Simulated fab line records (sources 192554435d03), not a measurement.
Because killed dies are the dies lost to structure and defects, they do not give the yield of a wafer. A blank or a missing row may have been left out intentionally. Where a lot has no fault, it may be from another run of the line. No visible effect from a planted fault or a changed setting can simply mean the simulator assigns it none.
A struck lot beside a sound one + flow n5Finfet + 14 steps out of a route of 1938
Sound: the wafers L707.1, L707.4, L707.6. Struck: wafer L719.2 (L719.1, L719.4, from the same lot, were not struck and are left out); the cause is given at the end.
At each step with rows: each side's tool, then ch and its chambers, then its first start. Under that, the readings that differ: sound wafers + struck wafers + difference of the means + sigmas: that difference in standard deviations of wafers without a fault.
alike: readings whose means differ by less than 2 such deviations, and words and numbers that are the same on both sides. not compared: withheld readings, readings that some wafer has no value for, bounds like >300 that may hide the same value, and numbers for which the record gives no deviation and whose values overlap.
A row with sigmas, a row that says differs or no value, or rows on one side alone: a step with any of these is where the two part. Numbers that don't overlap but have no deviation are shown without sigmas and don't part them. A reading missing from all wafers of one side parts the sides only when that side holds two or more wafers.

first, 2 steps without rows for these wafers: N5_BEOL_M13_PRECLEAN_39 (cleans in residue remover, time 60 s); N5_BEOL_M13_SRD_40 (time 30 s, dry time 30 s).
N5_BEOL_M13_DEGAS_41: time 60 s.
  sound: pvdSputter-02 at day 11 10:40; struck: pvdSputter-02 at day 14 17:47
| reading          | sound       | struck | difference | sigmas |
|------------------|-------------|--------|------------|--------|
| heaterPowerW (W) | 360 378 374 | 258    | -113       | -3     |
then, 2 steps without rows for these wafers: N5_BEOL_M13_PRE_CLEAN_42 (time 30 s); N5_BEOL_M13_SPUTTER_43 (material TaN, target thk 15 nm, time 24.19 s).
N5_BEOL_M13_SPUTTER_44: material Ta, target thk 10 nm, time 16.13 s.
  sound: pvdSputter-02 at day 11 10:50; struck: pvdSputter-02 at day 14 17:57
  alike: throttleValvePct
N5_BEOL_M13_SPUTTER_45: material Cu, target thk 80 nm, time 13.33 s.
  sound: pvdSputter-02 at day 11 10:55; struck: pvdSputter-02 at day 14 18:02
  alike: throttleValvePct
then, 1 step without rows for these wafers: N5_BEOL_M13_ECD_47 (material Cu, target thk 936 nm).
N5_BEOL_M13_ANNEAL_48: time 90 s.
  sound on rtpAnneal-02 ch 0, day 11 11:24; struck on rtpAnneal-02 ch 0, day 14 18:53
  alike: annealTempCMax, wafer_temp_C_max
N5_BEOL_M13_CMP_49: polishes, stops on SiOC, t overpolish 17.1 s, target thk 420 nm.
  sound on cmp-04 ch 1,2,3, day 11 11:43; struck on cmp-04 ch 2, day 14 19:11
  alike: barrierFieldEndpointS, motorCurrentA, overpolishRunS
N5_BEOL_M13_THK_MEAS_50: measures by xrf.
  sound: filmMetro-02 at day 11 12:01; struck: filmMetro-02 at day 14 19:29
  alike: M13_THK
then, 1 step without rows for these wafers: N5_BEOL_M13_PRE_CLEAN_52 (time 15 s).
N5_BEOL_M13_DEP_53: deposits SiCN from 3MS/NH3, target thk 50 nm, time 17.8 s.
  sound on pecvd-02 ch 0,1,2, day 11 12:04; struck on pecvd-04 ch 0, day 14 19:32
| reading                                  | sound             | struck | difference | sigmas |
|------------------------------------------|-------------------|--------|------------|--------|
| showerheadPlenumPTorr (Torr)             | 4.194 4.202 4.146 | 4.126  | -0.055     | -2     |
| model.SiCN_of_BEOL_M13_DEP_53.thkNm (nm) | 49.4 50.4 50.2    | 28.4   | -21.6      |        |
  alike: throttleValvePct
N5_BEOL_M13_RS_MEAS_54: uses a four-point probe to measure.
  sound: filmMetro-01 at day 11 12:08; struck: filmMetro-01 at day 14 19:37
  alike: M13_RS

## WHERE THEY PART
Last at N5_BEOL_M13_DEP_53 as far as this record goes, first at N5_BEOL_M13_DEGAS_41. Later steps at which nothing parts them and some readings are alike: N5_BEOL_M13_RS_MEAS_54.

WHY: what the simulator had put in
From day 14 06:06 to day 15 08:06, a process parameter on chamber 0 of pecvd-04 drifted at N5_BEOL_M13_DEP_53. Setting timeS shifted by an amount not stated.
